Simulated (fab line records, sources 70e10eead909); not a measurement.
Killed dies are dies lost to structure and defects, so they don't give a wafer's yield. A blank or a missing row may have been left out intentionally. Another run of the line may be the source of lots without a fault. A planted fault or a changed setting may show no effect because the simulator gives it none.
Which tool was responsible?	flow nand-harc	11 lots, 32 wafers sampled, at 3 steps of a route of 1159

## WHAT THE GAUGES SHOWED, per wafer
NHARC_P_BONDPAD_CD_MEAS_09: target cd 500 nm.
lot	measured	on	cd-nm (nm)
L641	day 6 09:31	cd-sem-01	496.6 497.6 501.1
L643	day 6 19:13	cd-sem-03	497.4 499.9 497.7
L644	day 7 10:47	cd-sem-02	501.1 497.9 499.4
L646	day 7 17:24	cd-sem-03	497.8 502.2 498.1
L647	day 8 00:34	cd-sem-02	498.7 502.4 495.5
L649	day 8 05:31	cd-sem-01	499.8 498.2 503.9
L652	day 9 12:25	cd-sem-03	510.6 513.7
L655	day 10 03:59	cd-sem-01	502.6 496.8 500.4
L656	day 10 04:24	cd-sem-02	504.2 495.8 499.9
L658	day 10 21:58	cd-sem-03	502.1 503.1 496.5
L664	day 12 04:22	cd-sem-03	498.0 496.5 496.1

## EACH LOT AND THE TOOL THAT RAN IT (in order: tool; ch and the chambers of the sampled wafers; start)
lot	NHARC_P_BONDPAD_DEP_00	NHARC_P_BONDPAD_EXPOSE_06
L641	pecvd-01 ch 0,1,2, day 6 09:22 or earlier	krf-scanner-03 ch 0, day 6 09:22
L643	pecvd-04 ch 1,2, day 6 17:51	krf-scanner-02 ch 0, day 6 19:04
L644	pecvd-04 ch 0,2, day 7 09:33	krf-scanner-01 ch 0, day 7 10:38
L646	pecvd-01 ch 1,2, day 7 16:11	krf-scanner-02 ch 0, day 7 17:15
L647	pecvd-01 ch 0,1,2, day 7 23:23	krf-scanner-01 ch 0, day 8 00:25
L649	pecvd-04 ch 0,1, day 8 04:23	krf-scanner-03 ch 0, day 8 05:23
L652	pecvd-01 ch 1,2, day 9 11:23	krf-scanner-03 ch 0, day 9 12:16
L655	pecvd-03 ch 0,1, day 10 02:56	krf-scanner-02 ch 0, day 10 03:50
L656	pecvd-01 ch 0,1,2, day 10 04:15 or earlier	krf-scanner-02 ch 0, day 10 04:15
L658	pecvd-04 ch 0,1,2, day 10 18:01	krf-scanner-02 ch 0, day 10 21:49
L664	pecvd-04 ch 1,2, day 12 04:13 or earlier	krf-scanner-01 ch 0, day 12 04:13
- NHARC_P_BONDPAD_DEP_00: deposits SiCN, target thk 250 nm.
- NHARC_P_BONDPAD_EXPOSE_06: exposes mask P BPAD.

## THE ANSWER, worked out from the rows above alone
Rule: the lots themselves supply what counts as usual. The widest of any qualifying gaps counts: lots, ordered by their means at a reading, are off when they make up no more than a third of the lots, leave a main group of 4 or more, and stand apart from it by 3 or more times the standard deviation of that group's means. The tables above print the reading to a certain number of digits; a main group whose means all agree to those digits is not used. Also off: a lot with no number at a reading for which 4 or more lots have one. The other lots that the step has rows for count as sound.
Off at NHARC_P_BONDPAD_CD_MEAS_09 (cd-nm): L652. Main group: mean 499.2 nm, sd 1.1.
If a tool, at a process step before that reading, ran all the lots that are off and no sound lot after the first of them, it fits. Those tools and the gauges at NHARC_P_BONDPAD_CD_MEAS_09 are tried in the same way. NHARC_P_BONDPAD_DEP_00: start missing for some lots; hours and lot order therefore follow NHARC_P_BONDPAD_EXPOSE_06. One fits: krf-scanner-03 at NHARC_P_BONDPAD_EXPOSE_06. Its last sound lot is L649 (day 8 05:23), its first lot that is off L652 (day 9 12:16): a fault that began between those two fits.

## WHAT THE SIMULATOR HAD INSERTED
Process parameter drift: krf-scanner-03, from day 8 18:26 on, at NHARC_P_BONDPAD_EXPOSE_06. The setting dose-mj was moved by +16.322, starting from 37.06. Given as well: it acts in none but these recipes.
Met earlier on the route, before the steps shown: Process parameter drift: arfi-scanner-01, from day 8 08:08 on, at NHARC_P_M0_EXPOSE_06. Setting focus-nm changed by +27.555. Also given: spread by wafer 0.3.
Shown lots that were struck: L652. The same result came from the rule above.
